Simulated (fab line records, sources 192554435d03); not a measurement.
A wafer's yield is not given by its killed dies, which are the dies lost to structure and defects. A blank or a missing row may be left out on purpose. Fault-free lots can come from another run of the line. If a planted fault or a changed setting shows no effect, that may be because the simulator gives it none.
A lot that was struck, set against a sound lot | flow n5-finfet | 19 out of 1938 route steps
Sound: wafers L652.3, L652.4, L652.5. Wafers L663.1, L663.2, L663.4 were the ones struck. The cause is named last.
For every step that has rows: the tool of each side, followed by ch and its chambers, followed by its first start. Under that, the readings that differ: sound wafers | struck wafers | difference of the means | sigmas: that difference in standard deviations of wafers without a fault.
alike: same words and numbers on both sides, and readings whose means sit less than 2 such deviations apart. not compared: any withheld reading, any reading some wafer has no value for, any bound like >300 that may hide the same value, and any number with overlapping values for which the record gives no deviation.
Wherever a step has rows on one side only, a row that says differs or no value, or a row with sigmas, the two part there. Numbers that have no deviation but don't overlap get no sigmas and don't part them. Lack of a reading on every wafer of one side parts them only where that side has two or more wafers.

N5_MIM_BOT_ETCH_ETCH_03: etches the open film in Cl2/BCl3, target depth 12 nm.
  sound on rie-metal-03 ch 0,1, day 15 01:11; struck on rie-metal-01 ch 1, day 17 21:52
  alike: drypump-motor-current-A, mfc-cl2-sccm, oes-product-au, rf-fwd-power-W, throttle-valve-pct
  not compared: rf-hours-counter-h
N5_MIM_BOT_ETCH_ETCH_00: etches TiN in Cl2/BCl3, target depth 45.5 nm.
  sound on rie-metal-03 ch 0,1, day 15 01:17; struck on rie-metal-01 ch 1, day 17 22:03
  alike: drypump-motor-current-A, mfc-cl2-sccm, oes_ar_750_au, oes-product-au, rf-fwd-power-W, throttle-valve-pct
  not compared: rf-hours-counter-h
N5_MIM_BOT_ETCH_STRIP_01: strips in O2.
  sound on rie-diel-04 ch 0,1,3, day 15 01:23; struck on rie-diel-04 ch 1,2, day 17 22:19
  alike: drypump-motor-current-A, oes-product-au, rf-vpp-V, showerhead-plenum-p-Torr, temp-c, throttle-valve-pct
  not compared: rf-hours-counter-h
then, 3 steps without rows for these wafers: N5_MIM_BOT_ETCH_STRIP_02 (strips in post etch residue remover, time 1200 s); N5_MIM_BOT_ETCH_CLEAN_05 (cleans in IPA, time 180 s); N5_MIM_BOT_ETCH_SRD_06 (time 30 s).
N5_PASSIVATION_PECVD_55: deposits SiO2 from SiH4/N2O, target thk 400 nm, time 22.5 s.
  sound on pecvd-02 ch 0,2, day 15 01:55; struck on pecvd-03 ch 0,1,2, day 17 22:52
  alike: heater-power-w, rf-fwd-power-W, showerhead-plenum-p-Torr, throttle-valve-pct
  not compared: since-wet-clean-h
N5_PASSIVATION_PECVD_01: deposits SiNx from SiH4/NH3/N2, target thk 200 nm, time 43.2 s.
  sound on pecvd-02 ch 0,2, day 15 01:58; struck on pecvd-03 ch 0,1,2, day 17 22:54
  alike: heater-power-w, rf-fwd-power-W, showerhead-plenum-p-Torr, throttle-valve-pct
  not compared: since-wet-clean-h
then, 4 steps without rows for these wafers: N5_PASSIVATION_HMDS_03 (time 60 s); N5_PASSIVATION_COAT_04; N5_PASSIVATION_EBR_06; N5_PASSIVATION_SOFTBAKE_05 (time 90 s).
N5_PASSIVATION_EXPOSE_07: exposes mask TV, defocus 0 nm, target cd 3000 nm.
  sound on krf-scanner-02 ch 0, day 15 02:18; struck on krf-scanner-01 ch 0, day 17 23:12
  reading                          | sound          | struck            | difference | sigmas
  model.TV_LITHO.overlay-x-nm (nm) | -1.8 -1.8 -1.8 | 417.8 417.8 417.8 | +419.6     |
  alike: mask, exposure-dose-mJ-cm2
then, 3 steps without rows for these wafers: N5_PASSIVATION_PEB_08; N5_PASSIVATION_DEVELOP_09 (develop time 60 s); N5_PASSIVATION_HARDBAKE_11 (time 120 s).
N5_PASSIVATION_CD_MEAS_10: target cd 3000 nm.
  sound on cd-sem-03 ch 0, day 15 02:28; struck on cd-sem-03 ch 0, day 17 23:23
  reading    | sound                | struck               | difference | sigmas
  cd-nm (nm) | 3003.8 3000.9 3000.8 | 2998.2 2996.4 2999.3 | -3.9       | -2
N5_PASSIVATION_OVL_MEAS_60:
  sound on overlay-02 ch 0, day 15 02:29; struck on overlay-01 ch 0, day 17 23:25
  reading     | sound    | struck      | difference | sigmas
  TV_OVL (nm) | -7 -5 -5 | 415 420 418 | +423       | +88
N5_PASSIVATION_INSPECT_61: inspects for defects (macro).
  struck on defect-inspect-01, day 17 23:26; sound on defect-inspect-02, day 15 02:31
  alike: raw-defect-count

## WHERE THEY PART
Last at N5_PASSIVATION_OVL_MEAS_60 as far as this record goes, first at N5_PASSIVATION_CD_MEAS_10. Later steps at which nothing parts them and some readings are alike: N5_PASSIVATION_INSPECT_61.

WHY: whatever the simulator had introduced
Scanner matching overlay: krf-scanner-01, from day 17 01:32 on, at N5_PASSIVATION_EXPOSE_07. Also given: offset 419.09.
